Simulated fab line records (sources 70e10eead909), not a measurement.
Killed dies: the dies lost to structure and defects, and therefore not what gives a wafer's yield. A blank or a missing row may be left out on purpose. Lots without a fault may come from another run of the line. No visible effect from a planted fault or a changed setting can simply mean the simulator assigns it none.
Struck lot and sound lot, side by side + flow nandHarc + 41 out of 1302 route steps
Sound: wafers L912.1, L912.2, L912.4. Struck: wafers L915.2, L915.3, L915.4. The cause comes at the end.
For every step that has rows: the tool of each side, followed by ch and its chambers, followed by its first start. Under that, the readings that differ: sound wafers + struck wafers + difference of the means + sigmas: that difference in standard deviations of wafers without a fault.
alike: readings whose means differ by less than 2 such deviations, and words and numbers that are the same on both sides. not compared: withheld readings, readings that some wafer has no value for, bounds like >300 that may hide the same value, and numbers for which the record gives no deviation and whose values overlap.
The two part at a step that has a row with sigmas, a row that says differs or no value, or rows on one side only. When numbers do not overlap yet have no deviation, they are printed without sigmas and do not part them. Lack of a reading on every wafer of one side parts them only where that side has two or more wafers.

first, 6 steps without rows for these wafers: NHARC_A_SGD_CUT_COAT_03 (resist thk 90 nm); NHARC_A_SGD_CUT_SOFTBAKE_04 (time 55 s); NHARC_A_SGD_CUT_EBR_05; NHARC_A_SGD_CUT_EXPOSE_06 (exposes mask SGD); NHARC_A_SGD_CUT_PEB_07 (peb time 65 s); NHARC_A_SGD_CUT_DEVELOP_08 (develop time 35 s).
NHARC_A_SGD_CUT_CD_MEAS_09 targets a cd of 100 nm.
  sound on cdSem-03 ch 0, day 24 07:20; struck on cdSem-02 ch 0, day 25 15:39
  alike: cdNm
NHARC_A_SGD_CUT_OVL_MEAS_10:
  sound on overlay-02, day 24 07:25; struck on overlay-01, day 25 15:44
  alike: overlayXNm, overlayYNm
NHARC_A_SGD_CUT_INSPECT_11:
  sound on defectInspect-02, day 24 07:27; struck on defectInspect-02, day 25 15:46
  alike: rawDefectCount
then, 2 steps without rows for these wafers: NHARC_A_SGD_CUT_DESCUM_14 (chemistry O2, time 3 s); NHARC_A_SGD_CUT_ETCH_58 (etches the open film in CF4, target depth 39 nm, time 65 s).
NHARC_A_SGD_CUT_ETCH_59: etches the open film in N2/H2, target depth 260 nm, time 406.25 s.
  sound on rieDiel-02 ch 0,1,2; struck on rieDiel-13 ch 0,1,2
| reading             | sound          | struck      | difference | sigmas |
|---------------------|----------------|-------------|------------|--------|
| rfHoursCounterH (h) | 11.3 11.1 12.4 | 2.9 3.0 2.6 | -8.8       |        |
  alike: drypumpMotorCurrentA, oesProductAu, rfVppV, showerheadPlenumPTorr, throttleValvePct
NHARC_A_SGD_CUT_ETCH_15: etches the open film in CH3F/O2, target depth 75 nm, time 64.3 s.
  sound on rieDiel-02 ch 1,2,3, day 24 07:59; struck on rieDiel-13 ch 1,2,3, day 25 16:19
| reading             | sound          | struck      | difference | sigmas |
|---------------------|----------------|-------------|------------|--------|
| rfHoursCounterH (h) | 12.3 12.6 11.5 | 3.4 2.6 3.1 | -9.1       |        |
  alike: drypumpMotorCurrentA, oesProductAu, rfVppV, showerheadPlenumPTorr, throttleValvePct
NHARC_A_SGD_CUT_ETCH_16: etches the open film in C4F8/O2/Ar, target depth 310.5 nm, time 155.2 s.
  sound on rieDiel-02 ch 0,1,2; struck on rieDiel-13 ch 0,1,3
| reading             | sound          | struck      | difference | sigmas |
|---------------------|----------------|-------------|------------|--------|
| rfHoursCounterH (h) | 12.6 11.2 11.5 | 3.1 2.7 3.4 | -8.7       |        |
  alike: oesProductAu, rfVppV
then, 1 step without rows for these wafers: NHARC_A_SGD_CUT_STRIP_60 (strips in C4F8/O2/Ar).
NHARC_A_SGD_CUT_STRIP_17: strips in O2.
  sound on rieDiel-02 ch 0,2,3; struck on rieDiel-13 ch 0,2,3
| reading             | sound          | struck         | difference | sigmas |
|---------------------|----------------|----------------|------------|--------|
| rfHoursCounterH (h) | 11.2 12.7 12.3 | 3.2 3.4 3.1    | -8.8       |        |
| rfVppV (V)          | 56.8 57.5 56.5 | 57.7 59.0 59.7 | +1.9       | +2     |
  alike: drypumpMotorCurrentA, oesProductAu, showerheadPlenumPTorr, throttleValvePct
then, 4 steps without rows for these wafers: NHARC_A_SGD_CUT_PRECLEAN_18 (cleans in SC1); NHARC_A_SGD_CUT_SRD_19; NHARC_A_SGD_CUT_DEP_20 (deposits SiO2, target thk 150 nm); NHARC_A_SGD_CUT_ANNEAL_27 (time 1800 s).
NHARC_A_SGD_CUT_CMP_21: polishes, target thk 148.19 nm.
  sound on cmp-04 ch 0,2,3, day 24 13:38; struck on cmp-02 ch 0,1,2, day 25 20:38
  alike: motorCurrentA, timeToEndpointS
NHARC_A_SGD_CUT_THK_MEAS_22: measures by ellipsometry.
  sound on filmMetro-02, day 24 13:53; struck on filmMetro-02, day 25 20:53
  alike: thkNm
then, 5 steps without rows for these wafers: NHARC_A_SGD_CUT_SRD_23; NHARC_A_SGD_CUT_ETCH_26 (etches SiO2 in dHF, target depth 45.8 nm); NHARC_A_SGD_CUT_ETCHBACK_24 (etches the open film in CH3F/O2, target depth 50 nm, time 92.857 s); NHARC_A_SGD_CUT_STRIP_28 (strips in O2, time 20 s); NHARC_A_SLIT_DEP_25 (deposits SiO2, target thk 200 nm).
NHARC_A_SLIT_DEP_00: deposits aC, target thk 6200 nm.
  sound on aclDep-01 ch 0, day 24 14:46; struck on aclDep-01 ch 0, day 25 23:34
  alike: throttleValvePct
then, 9 steps without rows for these wafers: NHARC_A_SLIT_DEP_23 (deposits SiON, target thk 100 nm); NHARC_A_SLIT_DEHYDRATE_01 (time 120 s); NHARC_A_SLIT_HMDS_02 (time 30 s); NHARC_A_SLIT_COAT_03 (resist thk 90 nm); NHARC_A_SLIT_SOFTBAKE_04 (time 55 s); NHARC_A_SLIT_EBR_05; NHARC_A_SLIT_EXPOSE_06 (exposes mask SLIT); NHARC_A_SLIT_PEB_07 (peb time 65 s); NHARC_A_SLIT_DEVELOP_08 (develop time 35 s).
NHARC_A_SLIT_CD_MEAS_09 targets a cd of 300 nm.
  sound on cdSem-02 ch 0, day 24 19:06; struck on cdSem-02 ch 0, day 26 03:26
  alike: cdNm
NHARC_A_SLIT_OVL_MEAS_10:
  sound on overlay-02, day 24 19:11; struck on overlay-01, day 26 03:31
  alike: overlayXNm, overlayYNm
then, 1 step without rows for these wafers: NHARC_A_SLIT_DESCUM_14 (chemistry O2, time 3 s).
-- record jumps: 4 days between struck wafers' starts before vs after; left off in module A_SLIT, resumes in module END, first step shown is number 1302 of the route --
NHARC_END_SORT_01:
  sound on prober-02 ch 0, day 29 10:10; struck on prober-02 ch 0, day 30 14:47
| reading       | sound    | struck      | difference | sigmas |
|---------------|----------|-------------|------------|--------|
| killedAtArray | 81 74 57 | 102 119 133 | +47        | +3     |
| killedDies    | 84 77 61 | 103 122 133 | +45        | +3     |
  alike: killedAtOther, killedAtPeriphery, killedOpen, killedShort

WHERE THEY PART
First at NHARC_A_SGD_CUT_STRIP_17; last, within this record, at NHARC_END_SORT_01.

WHY: whatever the simulator had introduced
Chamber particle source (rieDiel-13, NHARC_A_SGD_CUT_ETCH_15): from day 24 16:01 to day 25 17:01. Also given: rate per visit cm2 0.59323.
